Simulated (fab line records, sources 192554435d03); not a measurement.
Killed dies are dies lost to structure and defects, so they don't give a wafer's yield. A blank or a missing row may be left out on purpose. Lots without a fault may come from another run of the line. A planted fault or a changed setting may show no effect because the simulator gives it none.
Chamber matching | flow n5_finfet | N5_DUMMY_GATE_TRIM_49 on rie_si-05: 4 sister chambers
The step chemistry O2, time 29 s, target cd 14 nm. 14 wafers are shown with their chamber, then 7 later ones without.

WAFERS WITH THEIR CHAMBER
wafer  | chamber | throttle_valve_pct (%) | oes_product_au (a.u.) | O2_flow_sccm (sccm)
L078.1 | 0       | 8.42                   | 1.030                 | 99.96
L078.3 | 1       | 8.29                   | 0.981                 | 99.79
L078.5 | 1       | 8.28                   | 0.990                 | 99.74
L079.3 | 2       | 7.99                   | 0.964                 | 99.95
L079.5 | 1       | 8.28                   | 0.989                 | 99.89
L079.6 | 2       | 7.98                   | 0.973                 | 99.78
L080.3 | 3       | 8.19                   | 0.986                 | 100.22
L080.5 | 1       | 8.28                   | 0.981                 | 99.93
L080.6 | 0       | 8.46                   | 1.024                 | 100.16
L081.1 | 2       | 7.98                   | 0.969                 | 100.36
L081.3 | 1       | 8.28                   | 1.005                 | 100.07
L081.6 | 2       | 7.98                   | 0.974                 | 100.01
L087.2 | 1       | 8.28                   | 0.990                 | 100.35
L087.3 | 2       | 7.99                   | 0.967                 | 99.90

SIGNATURES (means of the wafers above)
reading            | chamber 0 | chamber 1 | chamber 2 | chamber 3 | scatter within a chamber
throttle_valve_pct | 8.4400    | 8.2817    | 7.9840    | 8.1900    | 0.01
oes_product_au     | 1.02700   | 0.98933   | 0.96940   | 0.98600   | 0.00687
O2_flow_sccm       | 100.0600  | 99.9617   | 100.0000  | 100.2200  | 0.214
Rule: a wafer's distance from a chamber is the root of the sum, over the readings, of the square of ((its reading less the chamber's mean) divided by the reading's scatter). The wafer belongs to the nearest chamber; if the next one is less than 2 further off, it can't be placed. The scatter: the root of (the sum of the squares of (reading less its chamber's mean) over the shown wafers, divided by (wafers less chambers)).

WAFERS WITHOUT THEIR CHAMBER
wafer  | throttle_valve_pct (%) | oes_product_au (a.u.) | O2_flow_sccm (sccm)
L087.5 | 8.20                   | 0.980                 | 100.04
L091.1 | 8.29                   | 0.998                 | 100.51
L091.4 | 7.99                   | 0.989                 | 99.52
L091.6 | 8.30                   | 0.999                 | 100.13
L094.1 | 8.19                   | 0.996                 | 100.01
L094.4 | 8.20                   | 0.986                 | 100.24
L094.5 | 8.20                   | 0.986                 | 100.12

WHICH CHAMBER EACH WENT THROUGH
wafer  | from the rows above | in truth
L087.5 | 3                   | 3
L091.1 | 1                   | 1
L091.4 | 2                   | 2
L091.6 | 1                   | 1
L094.1 | 3                   | 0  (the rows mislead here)
L094.4 | 3                   | 3
L094.5 | 3                   | 3
Placed correctly: 6 of 7. Can't be placed from these rows: 0. Placed wrongly: 1.
